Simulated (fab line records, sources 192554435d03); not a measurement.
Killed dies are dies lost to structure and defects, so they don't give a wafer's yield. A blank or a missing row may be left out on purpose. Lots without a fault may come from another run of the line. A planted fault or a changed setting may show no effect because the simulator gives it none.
Chamber matching | flow n5_finfet | N5_BEOL_M6_ETCH_61 on rie_diel-05: 4 sister chambers
The step etches SiARC in CF4, target depth 45.5 nm, time 75.8 s. 8 wafers are shown with their chamber, then 7 later ones without.

WAFERS WITH THEIR CHAMBER
wafer  | chamber | throttle_valve_pct (%) | drypump_motor_current_A (A)
L083.2 | 0       | 15.59                  | 5.4
L086.2 | 1       | 15.48                  | 6.2
L086.5 | 2       | 15.87                  | 5.6
L076.3 | 0       | 15.62                  | 5.3
L076.4 | 3       | 15.29                  | 5.6
L076.6 | 3       | 15.30                  | 5.6
L089.2 | 2       | 15.88                  | 5.6
L089.3 | 1       | 15.49                  | 6.2

WAFERS WITHOUT THEIR CHAMBER
wafer  | throttle_valve_pct (%) | drypump_motor_current_A (A)
L089.5 | 15.50                  | 6.2
L090.2 | 15.88                  | 5.6
L090.4 | 15.62                  | 5.3
L090.6 | 15.62                  | 5.4
L088.2 | 15.52                  | 6.2
L088.3 | 15.33                  | 5.5
L088.6 | 15.91                  | 5.6

WHICH CHAMBER EACH WENT THROUGH
wafer  | from the rows above | in truth
L089.5 | 1                   | 1
L090.2 | 2                   | 2
L090.4 | 0                   | 0
L090.6 | 0                   | 0
L088.2 | 1                   | 1
L088.3 | 3                   | 3
L088.6 | 2                   | 2
Placed correctly: 7 of 7. Can't be placed from these rows: 0. Placed wrongly: 0.
How it was worked out, from the rows above alone: a wafer's distance from a chamber is the root of the sum, over the readings, of the square of ((its reading less the chamber's mean) divided by the reading's scatter). The wafer belongs to the nearest chamber; if the next one is less than 2 further off, it can't be placed. A chamber's mean is the mean of its shown wafers. The scatter: the root of (the sum of the squares of (reading less its chamber's mean) over the shown wafers, divided by (wafers less chambers)).
